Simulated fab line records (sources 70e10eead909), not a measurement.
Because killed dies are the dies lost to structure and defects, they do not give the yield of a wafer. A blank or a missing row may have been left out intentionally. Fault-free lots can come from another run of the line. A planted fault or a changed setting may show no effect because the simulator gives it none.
A struck lot beside a sound one | flow nand harc | 15 out of 1159 route steps
Sound: wafers L377.4, L377.5, L377.6. Wafers L369.2, L369.4, L369.6 were the ones struck. At the end, the cause is stated.
For every step that has rows: the tool of each side, followed by ch and its chambers, followed by its first start. Under that, the readings that differ: sound wafers | struck wafers | difference of the means | sigmas: that difference in standard deviations of wafers without a fault.
alike: a reading whose means differ by less than 2 such deviations, as well as words and numbers matching on both sides. not compared: withheld readings; readings where some wafer has no value; bounds like >300 that might hide an equal value; numbers whose values overlap and for which the record gives no deviation.
Wherever a step has rows on one side only, a row that says differs or no value, or a row with sigmas, the two part there. Numbers that don't overlap but have no deviation are shown without sigmas and don't part them. A reading that every wafer of one side lacks parts them only if that side has two wafers or more.

first, 9 steps without rows for these wafers: NHARC_THIN_TSV_PVD_24 (deposits Al, target thk 800 nm); NHARC_THIN_TSV_DEHYDRATE_25 (time 120 s); NHARC_THIN_TSV_HMDS_26 (time 30 s); NHARC_THIN_TSV_COAT_27; NHARC_THIN_TSV_SOFTBAKE_28 (time 95 s); NHARC_THIN_TSV_EBR_29; NHARC_THIN_TSV_EXPOSE_30 (exposes mask PAD); NHARC_THIN_TSV_PEB_31 (peb time 85 s); NHARC_THIN_TSV_DEVELOP_32 (time 70 s).
NHARC_THIN_TSV_CD_MEAS_33: the cd target is 5000 nm.
  sound on cd sem-02 ch 0, day 23 23:57; struck on cd sem-03 ch 0, day 21 20:17
  alike: cd nm
then, 1 step without rows for these wafers: NHARC_THIN_TSV_HARDBAKE_34 (time 80 s).
NHARC_THIN_TSV_DESCUM_35: chemistry O2, time 3 s.
  sound on rie diel-09 ch 0,1,3, day 24 00:08; struck on rie diel-04 ch 0,1,3, day 21 20:27
  alike: drypump motor current A, oes product au, rf vpp V, showerhead plenum p Torr, throttle valve pct
  not compared: rf hours counter h
NHARC_THIN_TSV_ETCH_59: etches the open film in Cl2/BCl3, target depth 880 nm, time 138.1 s.
  sound on rie metal-03 ch 0,1, day 24 00:18; struck on rie metal-03 ch 0,1, day 21 20:37
  no value came back on the struck wafers for any of 6 readings (bcl3 flow sccm (sccm), bias w (W) and others); on the sound wafers bcl3 flow sccm (sccm) reads 29.89 29.98 30.11
  not compared: rf hours counter h
NHARC_THIN_TSV_ETCH_36: etches the open film in Cl2/BCl3, target depth 65 nm, time 18.571 s.
  sound on rie metal-03 ch 0,1, day 24 00:30; struck on rie metal-03 ch 0,1, day 21 20:50
  alike: chamber pressure mTorr, drypump motor current A, oes product au
  not compared: rf hours counter h
NHARC_END_SORT_01:
  at this point the record logs the struck wafers (prober-01 ch 0, day 22 06:22) and has no rows for the sound ones

WHERE THEY PART
At NHARC_THIN_TSV_ETCH_59 first; at NHARC_END_SORT_01 last (within this record only).

WHY: whatever the simulator had introduced
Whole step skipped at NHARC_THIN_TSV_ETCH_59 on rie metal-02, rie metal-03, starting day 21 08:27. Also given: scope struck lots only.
